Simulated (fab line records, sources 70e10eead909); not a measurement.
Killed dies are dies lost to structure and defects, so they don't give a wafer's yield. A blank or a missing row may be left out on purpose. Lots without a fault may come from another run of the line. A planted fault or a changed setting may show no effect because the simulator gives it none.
Chamber matching | flow nand_harc | NHARC_P_BONDPAD_ACTIVATE_29 on rie_diel-11: 4 sister chambers
The step chemistry N2, time 60 s. 8 wafers are shown with their chamber, then 9 later ones without.

WAFERS WITH THEIR CHAMBER
wafer  | chamber | drypump_motor_current_A (A) | oes_product_au (a.u.)
L945.4 | 1       | 5.6                         | 1.014
L945.5 | 1       | 5.6                         | 1.007
L949.1 | 3       | 5.7                         | 1.010
L949.3 | 0       | 5.5                         | 1.004
L949.6 | 2       | 4.7                         | 1.006
L950.3 | 3       | 5.6                         | 1.014
L950.4 | 2       | 4.7                         | 1.000
L950.5 | 0       | 5.5                         | 1.002

WAFERS WITHOUT THEIR CHAMBER
wafer  | drypump_motor_current_A (A) | oes_product_au (a.u.)
L953.1 | 5.6                         | 1.006
L953.4 | 5.6                         | 1.014
L955.1 | 5.6                         | 1.006
L955.2 | 4.7                         | 1.002
L956.1 | 5.6                         | 1.009
L956.2 | 5.6                         | 1.004
L962.1 | 5.7                         | 0.993
L962.2 | 4.6                         | 1.009
L962.4 | 5.6                         | 1.010

WHICH CHAMBER EACH WENT THROUGH
wafer  | from the rows above          | in truth
L953.1 | can't be placed: 1 or 3 or 0 | 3
L953.4 | can't be placed: 1 or 3      | 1
L955.1 | can't be placed: 1 or 3 or 0 | 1
L955.2 | 2                            | 2
L956.1 | can't be placed: 1 or 3      | 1
L956.2 | can't be placed: 1 or 3 or 0 | 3
L962.1 | can't be placed: 3 or 1 or 0 | 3
L962.2 | 2                            | 2
L962.4 | can't be placed: 1 or 3      | 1
Placed correctly: 2 of 9. Can't be placed from these rows: 7 (the true chamber is among the candidates in 7). Placed wrongly: 0.
How it was worked out, from the rows above alone: a wafer's distance from a chamber is the root of the sum, over the readings, of the square of ((its reading less the chamber's mean) divided by the reading's scatter). The wafer belongs to the nearest chamber; if the next one is less than 2 further off, it can't be placed. A chamber's mean is the mean of its shown wafers. The scatter: the root of (the sum of the squares of (reading less its chamber's mean) over the shown wafers, divided by (wafers less chambers)).
